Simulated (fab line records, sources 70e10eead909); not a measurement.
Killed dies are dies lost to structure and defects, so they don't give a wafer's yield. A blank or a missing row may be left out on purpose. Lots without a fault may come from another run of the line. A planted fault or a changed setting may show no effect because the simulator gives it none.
fab line records | flow nand_harc
record lots=6 wafers=18 last_day=33
route steps=1302 shown A_CONTACT@991 END@1302
lots that met no fault: from a run of the same line without faults
start_h: hours from the record's first day to the start of the lot's first wafer shown | wait_h: hours since the lot's step before | " the same as in the row above | L1.1+2: a row that stands for several wafers | - no value, or no start given | * or withheld: withheld | < > ~ a bound
route shown NAME@n: a module of which the file shows steps, and the number in the route of the first | usual: mean/standard deviation of fault-free wafers | same: alike in all rows | chamber/n: place in a boat | sites: the reading at each site | _std_site: their standard deviation | _edge_site: outer sites' mean less inner sites' | radius_mm: how far each site lies from the wafer's centre | mask NAME#n: copy n | behind: the tool/chamber that last shaped the wafer | hold: why the lot was held/for how many hours/how that ended | device: the transistor (n, p or np) that didn't switch | end of line: the same wafers' tests at the end of the route | a step without rows: its recipe alone | killed: dies lost to structure and defects at the first sort, not the wafer's yield | map: a wafer's dies, x killed, . not, _ none there
set.NAME: the setting as run; set.NAME@STEP: as run at that earlier step | model.NAME: the simulator's own value behind a step, which no gauge read
lots at some steps of the route; a table a step, a row a wafer
services: from which hour (start_h, from the record's first day; less than 0 if before it) a tool's chamber was out of use, for how many hours, and why
## steps
# step NHARC_A_CONTACT_COAT_36
# recipe spin_rpm=1500 resist_thk_nm=90
# step NHARC_A_CONTACT_SOFTBAKE_37
# recipe temp_c=105 time_s=55
# step NHARC_A_CONTACT_EBR_38
# step NHARC_A_CONTACT_EXPOSE_39
# recipe na=1.35 sigma_outer=0.8 dose_mj=58.79 mask_id=A_CC_3
# step NHARC_A_CONTACT_PEB_40
# recipe peb_temp_c=100 peb_time_s=65
# step NHARC_A_CONTACT_DEVELOP_41
# recipe develop_time_s=35 dev_temp_c=23
# step NHARC_A_CONTACT_CD_MEAS_42
# recipe target_cd_nm=300 landing_energy_ev=500
# usual cd_nm=300.0/0.4
# columns lot.wafer tool chamber start_h wait_h cd_nm
L965.2 cd_sem-01 0 501.14 - 300.6
L965.4 " 0 " " 300.2
L965.6 " 0 " " 300.1
L968.4 cd_sem-01 0 528.41 - 299.7
L968.5 " 0 " " 300.5
L968.6 " 0 " " 300.4
L972.4 cd_sem-02 0 574.30 - 300.0
L972.5 " 0 " " 300.2
L972.6 " 0 " " 299.7
L977.3 cd_sem-03 0 624.90 - 300.7
L977.5 " 0 " " 300.2
L977.6 " 0 " " 299.6
L978.1 cd_sem-01 0 642.12 - 299.5
L978.3 " 0 " " 299.9
L978.6 " 0 " " 299.5
L987.1 cd_sem-03 0 714.44 - 299.7
L987.5 " 0 " " 300.2
L987.6 " 0 " " 300.4
# step NHARC_A_CONTACT_OVL_MEAS_43
# usual overlay_x_nm=-0.1/0.91 overlay_y_nm=0.1/0.85
# columns lot.wafer tool chamber start_h wait_h overlay_x_nm overlay_y_nm
L965.2 overlay-01 - 501.24 - -0.5 -1.3
L965.4 " - " " -0.4 -0.8
L965.6 " - " " -0.3 -0.8
L968.4 overlay-01 - 528.49 - 0.9 0.0
L968.5 " - " " 1.4 -0.6
L968.6 " - " " 1.1 -0.3
L972.4 overlay-02 - 574.38 - -2.2 0.0
L972.5 " - " " -1.2 0.4
L972.6 " - " " -1.5 -0.2
L977.3 overlay-01 - 624.98 - -0.3 0.4
L977.5 " - " " 0.2 0.3
L977.6 " - " " 0.4 0.3
L978.1 overlay-01 - 642.21 - 0.8 -1.1
L978.3 " - " " 1.3 -1.1
L978.6 " - " " 1.1 -1.0
L987.1 overlay-02 - 714.53 - -0.8 -0.5
L987.5 " - " " 0.0 -0.5
L987.6 " - " " -0.6 -0.7
# step NHARC_A_CONTACT_INSPECT_44
# usual raw_defect_count=82/38
# columns lot.wafer tool chamber start_h wait_h raw_defect_count
L965.2 defect_inspect-01 - 501.28 0.0 64
L965.4 " - " " 72
L965.6 " - " " 67
L968.4 defect_inspect-02 - 528.53 0.0 73
L968.5 " - " " 81
L968.6 " - " " 70
L972.4 defect_inspect-01 - 574.42 0.0 179
L972.5 " - " " 142
L972.6 " - " " 153
L977.3 defect_inspect-01 - 625.02 0.0 79
L977.5 " - " " 71
L977.6 " - " " 70
L978.1 defect_inspect-01 - 642.25 0.0 105
L978.3 " - " " 103
L978.6 " - " " 104
L987.1 defect_inspect-01 - 714.57 0.0 38
L987.5 " - " " 50
L987.6 " - " " 51
# step NHARC_A_CONTACT_DESCUM_47
# recipe time_s=3 o2_flow_sccm=200 ar_flow_sccm=0 bias_power_w=0 chemistry=O2
# usual drypump_motor_current_A=5.6/0.46 oes_product_au=1.001/0.0079 rf_vpp_V=57.9/1 showerhead_plenum_p_Torr=1.95/0.12 throttle_valve_pct=11.311/0.0084
# columns lot.wafer tool chamber start_h wait_h drypump_motor_current_A oes_product_au rf_hours_counter_h rf_vpp_V showerhead_plenum_p_Torr throttle_valve_pct
L965.4 rie_diel-04 0 501.34 0.1 5.7 0.994 40 58.3 2.03 11.306
L965.2 " 1 " " 5.0 1.010 47 57.7 1.76 11.307
L965.6 " 1 " " 5.0 1.007 - 56.7 1.76 11.314
L968.4 rie_diel-11 1 528.59 0.1 5.5 1.001 13 60.1 2.07 11.302
L968.6 " 0 " " 6.3 1.004 - 58.3 1.81 11.299
L968.5 " 1 " " 5.5 1.008 - 59.7 2.07 11.310
L972.4 rie_diel-04 1 574.49 0.1 5.0 0.989 12 59.4 2.07 11.308
L972.6 " 0 " " 5.6 0.994 - 59.5 2.02 11.306
L972.5 " 1 " " 5.0 1.010 - 58.9 2.07 11.300
L977.3 rie_diel-11 1 625.08 0.1 5.5 1.007 0 57.9 2.07 11.314
L977.5 " 1 " " 5.5 1.014 - 57.8 2.07 11.312
L977.6 " 2 " " 5.1 1.011 - 60.4 2.06 11.310
L978.3 rie_diel-11 1 642.31 0.1 5.5 1.009 2 59.1 2.07 11.324
L978.1 " 2 " " 5.1 1.010 2 58.6 2.06 11.318
L978.6 " 2 " " 5.1 1.003 - 58.4 2.06 11.328
L987.1 rie_diel-11 0 714.65 0.1 6.3 0.995 15 57.7 1.80 11.314
L987.6 " 2 " " 5.1 1.004 - 57.3 2.05 11.321
L987.5 " 3 " " 5.6 0.999 - 58.5 2.06 11.320
# step NHARC_A_CONTACT_ETCH_48
# recipe target_depth_a=390 over_etch_frac=0.3 time_s=65 ion_energy_ev=80 cf4_flow_sccm=150 ar_flow_sccm=0 rf_w=300 bias_w=100 chemistry=CF4
# usual bias_w=100.0/0.32 cf4_flow_sccm=150.0/0.44 drypump_motor_current_A=5.7/0.48 oes_product_au=1.002/0.008 rf_fwd_power_W=297.6/1.3 rf_vpp_V=151.6/1.5 showerhead_plenum_p_Torr=1.80/0.1 throttle_valve_pct=13.285/0.0086
# columns lot.wafer tool chamber start_h wait_h bias_w cf4_flow_sccm drypump_motor_current_A oes_product_au rf_fwd_power_W rf_hours_counter_h rf_vpp_V showerhead_plenum_p_Torr throttle_valve_pct
L965.2 rie_diel-04 1 501.43 0.1 100.2 150.8 5.0 0.998 296.9 47 150.4 1.64 13.289
L965.4 " 3 " " 100.4 150.4 5.4 1.004 298.8 49 150.7 1.72 13.279
L965.6 " 0 " " 99.8 150.5 5.7 0.992 297.1 - 151.1 1.87 13.275
L968.4 rie_diel-11 3 528.67 0.1 99.5 149.5 5.6 0.994 296.5 12 154.1 1.90 13.277
L968.6 " 3 " " 100.2 149.9 5.6 1.001 297.0 - 153.7 1.90 13.283
L968.5 " 0 " " 100.6 150.2 6.3 1.005 296.3 - 150.0 1.68 13.289
L972.4 rie_diel-04 0 574.56 0.1 99.5 150.5 5.7 0.994 298.7 13 152.9 1.86 13.289
L972.5 " 0 " " 99.7 150.3 5.7 0.991 299.4 - 152.9 1.86 13.289
L972.6 " 1 " " 100.1 149.8 5.0 0.997 295.6 - 153.6 1.90 13.281
L977.3 rie_diel-11 0 625.16 0.1 99.8 149.4 6.3 1.004 296.8 0 149.4 1.68 13.283
L977.5 " 0 " " 100.1 149.3 6.3 1.005 296.2 - 149.3 1.68 13.282
L977.6 " 1 " " 100.1 149.7 5.5 1.014 296.1 - 154.0 1.90 13.273
L978.1 rie_diel-11 1 642.40 0.1 99.8 149.3 5.5 1.013 296.6 2 152.2 1.90 13.285
L978.3 " 3 " " 99.4 150.1 5.6 1.002 297.1 2 155.0 1.90 13.293
L978.6 " 1 " " 99.9 150.3 5.5 1.003 296.0 - 152.0 1.90 13.278
L987.1 rie_diel-11 1 714.73 0.1 100.0 150.2 5.5 1.010 297.8 13 152.6 1.90 13.299
L987.6 " 2 " " 99.4 150.0 5.1 0.996 298.9 - 152.3 1.89 13.276
L987.5 " 3 " " 100.1 149.7 5.6 1.004 296.0 - 154.0 1.90 13.278
# step NHARC_A_CONTACT_ETCH_49
# recipe target_depth_a=2600 over_etch_frac=0.3 time_s=475.3 ion_energy_ev=200 n2_flow_sccm=150 h2_flow_sccm=150 ar_flow_sccm=0 rf_w=400 bias_w=150 chemistry=N2/H2
# usual bias_w=150.0/0.46 chamber_pressure_mTorr=30.00/0.031 drypump_motor_current_A=5.7/0.48 n2_flow_sccm=150.0/0.41 oes_product_au=1.001/0.0073 rf_fwd_power_W=399.4/1.2 rf_vpp_V=432/3.7 showerhead_plenum_p_Torr=2.09/0.13 throttle_valve_pct=14.171/0.009
# columns lot.wafer tool chamber start_h wait_h bias_w chamber_pressure_mTorr drypump_motor_current_A n2_flow_sccm oes_product_au rf_fwd_power_W rf_hours_counter_h rf_vpp_V showerhead_plenum_p_Torr throttle_valve_pct
L965.4 rie_diel-04 1 - - 149.7 29.95 5.0 150.4 1.003 400.9 47 425 1.88 14.170
L965.2 " 0 " " 150.4 30.00 5.7 149.8 1.001 398.8 40 434 2.16 14.183
L965.6 " 2 " " 149.9 29.97 5.4 150.1 0.996 398.8 - 425 1.90 14.183
L968.4 rie_diel-11 2 - - 150.5 29.96 5.1 149.9 1.005 399.4 12 435 2.20 14.178
L968.6 " 3 " " 150.0 29.97 5.6 149.8 1.010 399.7 - 436 2.21 14.188
L968.5 " 0 " " 149.1 30.03 6.3 150.0 1.011 402.2 - 428 1.93 14.176
L972.4 rie_diel-04 3 - - 149.7 30.05 5.4 150.6 0.994 401.1 10 430 1.97 14.179
L972.5 " 0 " " 149.6 29.96 5.7 151.8 0.985 399.8 - 434 2.16 14.176
L972.6 " 1 " " 150.0 30.03 5.0 150.2 0.998 399.0 - 436 2.21 14.171
L977.3 rie_diel-11 0 - - 149.1 30.01 6.3 150.1 1.005 399.3 0 427 1.92 14.185
L977.5 " 2 " " 149.6 29.94 5.1 149.6 0.986 400.3 - 436 2.20 14.174
L977.6 " 3 " " 148.9 30.03 5.6 149.9 0.987 400.3 - 435 2.21 14.169
L978.1 rie_diel-11 2 - - 149.8 29.98 5.1 149.4 0.989 398.6 2 433 2.20 14.186
L978.3 " 0 " " 149.9 30.03 6.3 150.4 0.993 398.3 3 427 1.92 14.162
L978.6 " 2 " " 150.6 30.00 5.1 149.8 0.997 399.5 - 435 2.20 14.165
L987.1 rie_diel-11 1 - - 151.1 30.01 5.5 149.3 1.004 398.5 13 434 2.20 14.162
L987.6 " 0 " " 149.7 29.99 6.3 150.4 1.000 396.9 - 427 1.92 14.166
L987.5 " 1 " " 150.2 30.06 5.5 149.9 1.006 397.2 - 434 2.20 14.180
# step NHARC_A_CONTACT_ETCH_50
# recipe target_depth_a=1210 time_s=60.5 cf4_flow_sccm=100 chf3_flow_sccm=30 ar_flow_sccm=0 rf_w=500 bias_w=200 chemistry=CF4/CHF3
# usual bias_w=200.0/0.62 cf4_flow_sccm=100.03/0.29 drypump_motor_current_A=5.7/0.47 oes_product_au=0.954/0.022 rf_fwd_power_W=495.9/1.8 rf_vpp_V=372/3.1 showerhead_plenum_p_Torr=1.60/0.092 throttle_valve_pct=16.802/0.0096
# columns lot.wafer tool chamber start_h wait_h bias_w cf4_flow_sccm drypump_motor_current_A oes_product_au rf_fwd_power_W rf_hours_counter_h rf_vpp_V showerhead_plenum_p_Torr throttle_valve_pct
L965.4 rie_diel-04 0 501.87 - 199.5 99.72 5.7 0.926 496.0 40 374 1.66 16.810
L965.2 " 1 " " 199.8 100.57 5.0 0.929 496.3 48 367 1.46 16.785
L965.6 " 0 " " 199.9 99.75 5.7 0.921 497.0 - 373 1.66 16.808
L968.4 rie_diel-11 1 529.13 - 199.7 100.06 5.5 0.959 492.0 13 375 1.70 16.793
L968.5 " 2 " " 199.9 100.55 5.1 0.988 496.5 - 374 1.69 16.814
L968.6 " 3 " " 200.8 100.22 5.6 0.984 493.3 - 376 1.70 16.796
L972.4 rie_diel-04 0 575.01 - 200.8 100.07 5.7 0.962 496.9 13 374 1.66 16.794
L972.6 " 0 " " 199.2 99.94 5.7 0.958 497.3 - 372 1.66 16.781
L972.5 " 1 " " 200.9 100.20 5.0 0.967 494.9 - 374 1.70 16.793
L977.3 rie_diel-11 2 625.62 - - - - - - - - - -
L977.5 " 3 " " - - - - - - - - -
L977.6 " 0 " " - - - - - - - - -
L978.3 rie_diel-11 0 643.20 - - - - - - - - - -
L978.1 " 2 " " - - - - - - - - -
L978.6 " 0 " " - - - - - - - - -
L987.1 rie_diel-11 3 715.60 - 200.7 100.24 5.6 0.958 493.8 16 374 1.69 16.794
L987.5 " 3 " " 199.6 100.41 5.6 0.957 494.6 - 374 1.69 16.789
L987.6 " 0 " " 199.1 100.21 6.4 0.980 494.7 - 368 1.49 16.814
# step NHARC_A_CONTACT_ETCH_51
# recipe target_depth_a=70000 over_etch_frac=0.3 time_s=1820 ion_energy_ev=150 o2_flow_sccm=400 cos_flow_sccm=20 ar_flow_sccm=0 rf_w=500 bias_w=300 chemistry=O2/COS
# usual bias_w=299.9/0.83 chamber_pressure_mTorr=20.000/0.017 drypump_motor_current_A=5.7/0.48 oes_product_au=1.001/0.0082 rf_fwd_power_W=499.6/1.6 rf_vpp_V=315.1/2.6 showerhead_plenum_p_Torr=3.18/0.18 throttle_valve_pct=28.329/0.0099
# columns lot.wafer tool chamber start_h wait_h bias_w chamber_pressure_mTorr drypump_motor_current_A oes_product_au rf_fwd_power_W rf_hours_counter_h rf_vpp_V showerhead_plenum_p_Torr throttle_valve_pct
L965.2 rie_diel-04 0 - - 299.0 20.013 5.7 0.984 499.3 40 317.0 3.29 28.337
L965.4 " 2 " " 300.7 19.991 5.4 1.003 500.3 49 311.4 2.92 28.342
L965.6 " 0 " " 300.4 20.008 5.7 0.995 498.4 - 316.5 3.30 28.315
L968.4 rie_diel-11 0 - - 300.2 19.980 6.3 1.012 499.8 14 311.9 2.96 28.325
L968.6 " 0 " " 300.5 19.966 6.4 1.007 499.2 - 313.4 2.96 28.310
L968.5 " 1 " " 299.6 19.999 5.5 1.004 500.6 - 317.1 3.37 28.333
L972.4 rie_diel-04 1 - - 298.7 19.981 5.0 0.997 498.1 13 316.7 3.37 28.331
L972.5 " 3 " " 300.0 20.032 5.4 0.996 500.0 - 313.5 3.03 28.336
L972.6 " 0 " " 301.2 20.027 5.7 0.993 497.7 - 316.6 3.28 28.337
L977.3 rie_diel-11 3 - - 301.3 19.988 5.6 0.992 497.1 1 314.8 3.36 28.323
L977.5 " 3 " " 301.5 20.004 5.6 0.989 499.3 - 316.8 3.36 28.327
L977.6 " 0 " " 300.4 20.007 6.4 0.993 495.6 - 312.2 2.96 28.337
L978.1 rie_diel-11 1 - - 299.1 20.044 5.5 1.018 498.7 3 317.6 3.36 28.328
L978.3 " 3 " " 299.7 20.016 5.6 1.016 497.3 3 317.3 3.36 28.313
L978.6 " 1 " " 299.6 19.989 5.5 1.009 501.7 - 317.1 3.36 28.320
L987.1 rie_diel-11 3 - - 299.2 20.008 5.6 0.990 501.6 16 317.1 3.35 28.332
L987.5 " 0 " " 300.7 20.009 6.3 0.988 500.9 - 309.9 2.95 28.328
L987.6 " 1 " " 299.1 20.009 5.6 1.001 500.5 - 317.4 3.35 28.329
# step NHARC_END_SORT_01
# recipe temp_c=25
# usual killed_at_array=61/23 killed_at_other=1.3/1.4 killed_at_periphery=4.0/2.6 killed_dies=66/22 killed_open=3.4/1.8 killed_short=2.3/1.4
# same gross_dies=677
# columns lot.wafer tool chamber start_h wait_h hold killed_at_array killed_at_other killed_at_periphery killed_dies killed_open killed_short
L968.4 prober-01 0 599.32 3.4 - 52 0 2 54 0 2
L968.5 prober-01 0 600.12 3.7 - 58 1 5 64 4 3
L968.6 prober-01 0 600.93 4.0 - 50 0 6 56 1 1
L977.3 prober-02 0 695.75 3.1 await_dispo/0.5h/scrap 667 0 10 677 4 7
L977.5 prober-02 0 697.34 3.7 await_dispo/0.5h/scrap 669 2 6 677 4 0
L977.6 prober-02 0 698.13 4.0 await_dispo/0.5h/scrap 670 0 7 677 5 1
L978.1 prober-01 0 722.66 2.5 await_dispo/1.7h/scrap 676 0 1 677 3 0
L978.3 prober-01 0 724.26 3.1 await_dispo/1.7h/scrap 673 0 4 677 3 0
L978.6 prober-01 0 726.66 4.0 await_dispo/1.7h/scrap 673 0 4 677 4 1
L987.1 prober-01 0 779.85 2.5 - 39 3 0 42 2 2
L987.5 prober-01 0 783.03 3.7 - 46 1 3 50 5 2
L987.6 prober-01 0 783.82 4.0 - 54 1 4 59 5 1
# killed by level:class
L968.4 A_CHANNEL_HOLE_D1:chamber_film_flake=37 A_CHANNEL_HOLE_D2:chamber_film_flake=8 A_CONTACT:chamber_film_flake=2 A_CHANNEL_FILL_D1:geometric_particle:short=1 A_WL_FILL:geometric_particle:short=1 P_STI:chamber_film_flake=1 P_M0:chamber_film_flake=1 A_CHANNEL_FILL_D1:chamber_film_flake=1
L968.5 A_CHANNEL_HOLE_D1:chamber_film_flake=32 A_CHANNEL_HOLE_D2:chamber_film_flake=10 P_ZERO_WELL:chamber_film_flake=3 A_CONTACT:chamber_film_flake=3 A_M1:chamber_film_flake=3 A_CHANNEL_FILL_D1:chamber_film_flake=2 A_WL_FILL:chamber_film_flake=2 A_DECK1_JOINT:geometric_particle:short=1
L968.6 A_CHANNEL_HOLE_D1:chamber_film_flake=32 A_CHANNEL_HOLE_D2:chamber_film_flake=10 A_CONTACT:chamber_film_flake=5 P_STI:chamber_film_flake=4 A_DECK1_JOINT:geometric_particle:short=1 A_WL_FILL:geometric_particle:open=1 P_ZERO_WELL:chamber_film_flake=1 P_GATE:chamber_film_flake=1
L977.3 A_CONTACT:area_etch=601 A_CHANNEL_HOLE_D1:chamber_film_flake=34 A_STAIRCASE:chamber_film_flake=10 P_ZERO_WELL:chamber_film_flake=4 A_CHANNEL_FILL_D2:chamber_film_flake=4 A_CONTACT:chamber_film_flake=4 P_GATE:chamber_film_flake=3 A_CHANNEL_FILL_D2:geometric_particle:short=2
L977.5 A_CONTACT:area_etch=618 A_CHANNEL_HOLE_D1:chamber_film_flake=29 A_STAIRCASE:chamber_film_flake=6 P_ZERO_WELL:chamber_film_flake=4 A_ZERO_WELL:chamber_film_flake=4 A_SLIT:chamber_film_flake=3 A_CHANNEL_HOLE_D2:chamber_film_flake=2 A_BONDPAD:chamber_film_flake=2
L977.6 A_CONTACT:area_etch=609 A_CHANNEL_HOLE_D1:chamber_film_flake=38 A_SLIT:chamber_film_flake=6 A_STAIRCASE:chamber_film_flake=5 P_ZERO_WELL:chamber_film_flake=3 A_CHANNEL_FILL_D2:geometric_particle:open=2 A_WL_FILL:geometric_particle:open=2 P_GATE:chamber_film_flake=2
L978.1 A_CONTACT:area_etch=594 A_CHANNEL_HOLE_D1:chamber_film_flake=38 A_CHANNEL_HOLE_D2:chamber_film_flake=30 A_CONTACT:chamber_film_flake=6 A_STAIRCASE:chamber_film_flake=2 A_SLIT:chamber_film_flake=2 A_DECK1_JOINT:geometric_particle:open=1 A_CONTACT:geometric_particle:open=1
L978.3 A_CONTACT:area_etch=597 A_CHANNEL_HOLE_D1:chamber_film_flake=41 A_CHANNEL_HOLE_D2:chamber_film_flake=22 A_STAIRCASE:chamber_film_flake=5 A_SLIT:chamber_film_flake=4 P_M0:geometric_particle:open=2 A_BLC:geometric_particle:open=1 P_ZERO_WELL:chamber_film_flake=1
L978.6 A_CONTACT:area_etch=604 A_CHANNEL_HOLE_D1:chamber_film_flake=33 A_CHANNEL_HOLE_D2:chamber_film_flake=24 A_SLIT:chamber_film_flake=3 P_STI:chamber_film_flake=2 A_CONTACT:chamber_film_flake=2 P_GATE:geometric_particle:open=1 A_CHANNEL_FILL_D1:geometric_particle:open=1
L987.1 A_CHANNEL_HOLE_D1:chamber_film_flake=12 A_SLIT:chamber_film_flake=8 A_CONTACT:chamber_film_flake=6 A_CHANNEL_FILL_D1:chamber_film_flake=4 THIN_TSV:chamber_film_flake=3 A_CHANNEL_FILL_D2:chamber_film_flake=2 A_DECK1_JOINT:geometric_particle:short=1 A_CHANNEL_FILL_D2:geometric_particle:short=1
L987.5 A_CHANNEL_HOLE_D1:chamber_film_flake=20 A_SLIT:chamber_film_flake=8 A_CONTACT:chamber_film_flake=5 A_WL_FILL:chamber_film_flake=3 A_BLC:geometric_particle:open=2 A_CHANNEL_FILL_D2:chamber_film_flake=2 P_GATE:geometric_particle:open=1 A_ONON_D1:geometric_particle:short=1
L987.6 A_CHANNEL_HOLE_D1:chamber_film_flake=23 A_SLIT:chamber_film_flake=12 A_CONTACT:chamber_film_flake=10 P_M0:geometric_particle:open=4 A_WL_FILL:chamber_film_flake=3 A_CHANNEL_FILL_D1:chamber_film_flake=2 A_WL_FILL:geometric_particle:open=1 STARTING-WAFER:geometric_particle:short=1
# map L977.3 (x killed, . not)
____________x____________
_________xxxxxxx_________
_______xxxxxxxxxxx_______
______xxxxxxxxxxxxx______
_____xxxxxxxxxxxxxxx_____
____xxxxxxxxxxxxxxxxx____
____xxxxxxxxxxxxxxxxx____
___xxxxxxxxxxxxxxxxxxx___
___xxxxxxxxxxxxxxxxxxx___
__xxxxxxxxxxxxxxxxxxxxx__
__xxxxxxxxxxxxxxxxxxxxx__
_xxxxxxxxxxxxxxxxxxxxxxx_
_xxxxxxxxxxxxxxxxxxxxxxx_
_xxxxxxxxxxxxxxxxxxxxxxx_
_xxxxxxxxxxxxxxxxxxxxxxx_
_xxxxxxxxxxxxxxxxxxxxxxx_
xxxxxxxxxxxxxxxxxxxxxxxxx
xxxxxxxxxxxxxxxxxxxxxxxxx
xxxxxxxxxxxxxxxxxxxxxxxxx
xxxxxxxxxxxxxxxxxxxxxxxxx
xxxxxxxxxxxxxxxxxxxxxxxxx
_xxxxxxxxxxxxxxxxxxxxxxx_
_xxxxxxxxxxxxxxxxxxxxxxx_
_xxxxxxxxxxxxxxxxxxxxxxx_
_xxxxxxxxxxxxxxxxxxxxxxx_
_xxxxxxxxxxxxxxxxxxxxxxx_
__xxxxxxxxxxxxxxxxxxxxx__
__xxxxxxxxxxxxxxxxxxxxx__
___xxxxxxxxxxxxxxxxxxx___
___xxxxxxxxxxxxxxxxxxx___
____xxxxxxxxxxxxxxxxx____
____xxxxxxxxxxxxxxxxx____
_____xxxxxxxxxxxxxxx_____
______xxxxxxxxxxxxx______
_______xxxxxxxxxxx_______
_________xxxxxxx_________
____________x____________
# map L978.1 (x killed, . not)
____________x____________
_________xxxxxxx_________
_______xxxxxxxxxxx_______
______xxxxxxxxxxxxx______
_____xxxxxxxxxxxxxxx_____
____xxxxxxxxxxxxxxxxx____
____xxxxxxxxxxxxxxxxx____
___xxxxxxxxxxxxxxxxxxx___
___xxxxxxxxxxxxxxxxxxx___
__xxxxxxxxxxxxxxxxxxxxx__
__xxxxxxxxxxxxxxxxxxxxx__
_xxxxxxxxxxxxxxxxxxxxxxx_
_xxxxxxxxxxxxxxxxxxxxxxx_
_xxxxxxxxxxxxxxxxxxxxxxx_
_xxxxxxxxxxxxxxxxxxxxxxx_
_xxxxxxxxxxxxxxxxxxxxxxx_
xxxxxxxxxxxxxxxxxxxxxxxxx
xxxxxxxxxxxxxxxxxxxxxxxxx
xxxxxxxxxxxxxxxxxxxxxxxxx
xxxxxxxxxxxxxxxxxxxxxxxxx
xxxxxxxxxxxxxxxxxxxxxxxxx
_xxxxxxxxxxxxxxxxxxxxxxx_
_xxxxxxxxxxxxxxxxxxxxxxx_
_xxxxxxxxxxxxxxxxxxxxxxx_
_xxxxxxxxxxxxxxxxxxxxxxx_
_xxxxxxxxxxxxxxxxxxxxxxx_
__xxxxxxxxxxxxxxxxxxxxx__
__xxxxxxxxxxxxxxxxxxxxx__
___xxxxxxxxxxxxxxxxxxx___
___xxxxxxxxxxxxxxxxxxx___
____xxxxxxxxxxxxxxxxx____
____xxxxxxxxxxxxxxxxx____
_____xxxxxxxxxxxxxxx_____
______xxxxxxxxxxxxx______
_______xxxxxxxxxxx_______
_________xxxxxxx_________
____________x____________
## services
# columns tool chamber start_h hours kind
rie_diel-11 0 490.68 - clean
rie_diel-11 1 490.68 - clean
rie_diel-11 2 490.68 - clean
rie_diel-11 3 490.68 - clean
rie_diel-04 0 508.72 4.9 repair
rie_diel-11 0 515.18 - clean
rie_diel-11 1 515.18 - clean
rie_diel-11 2 515.18 - clean
rie_diel-11 3 515.18 - clean
rie_diel-11 3 518.81 2.8 repair
rie_diel-04 - 533.00 9.0 pm
rie_diel-11 0 539.68 - clean
rie_diel-11 1 539.68 - clean
rie_diel-11 2 539.68 - clean
rie_diel-11 3 539.68 - clean
rie_diel-11 0 564.18 - clean
rie_diel-11 1 564.18 - clean
rie_diel-11 2 564.18 - clean
rie_diel-11 3 564.18 - clean
rie_diel-11 0 588.68 - clean
rie_diel-11 1 588.68 - clean
rie_diel-11 - 609.50 9.0 pm
rie_diel-11 1 656.67 20.0 repair
rie_diel-04 - 710.00 9.0 pm
## key
first_sign step=NHARC_A_CONTACT_ETCH_50 reading=tool_record direction=missing
effect step=NHARC_END_SORT_01 reading=killed_dies direction=up sigmas=27 usual=66 struck=677
more_kills_born_at NHARC_A_CONTACT_ETCH_50@rie_diel-11=3624
met_at NHARC_A_CONTACT_ETCH_50
struck_wafers L977.3,L977.5,L977.6,L978.1,L978.3,L978.6
later_rows_left_out L977.3,L977.5,L977.6,L978.1,L978.3,L978.6
tester_left_out L977,L978
onset_between 529.13 625.62
fault kind=skipped_step_whole tool=rie_diel-11 chamber=- onset_h=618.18 steps=NHARC_A_CONTACT_ETCH_50 scope=struck_lots_only
# tester_left_out: of these lots the tester's yield and bins aren't shown, on N5 and GAA mostly nor the transistor test; their killed dies are dies lost to structure and defects alone, not to doping, threshold or leakage, so they don't give the yield
# later_rows_left_out: the simulator's readings of these wafers behind a module that went badly wrong aren't trusted and aren't shown, but for the sort
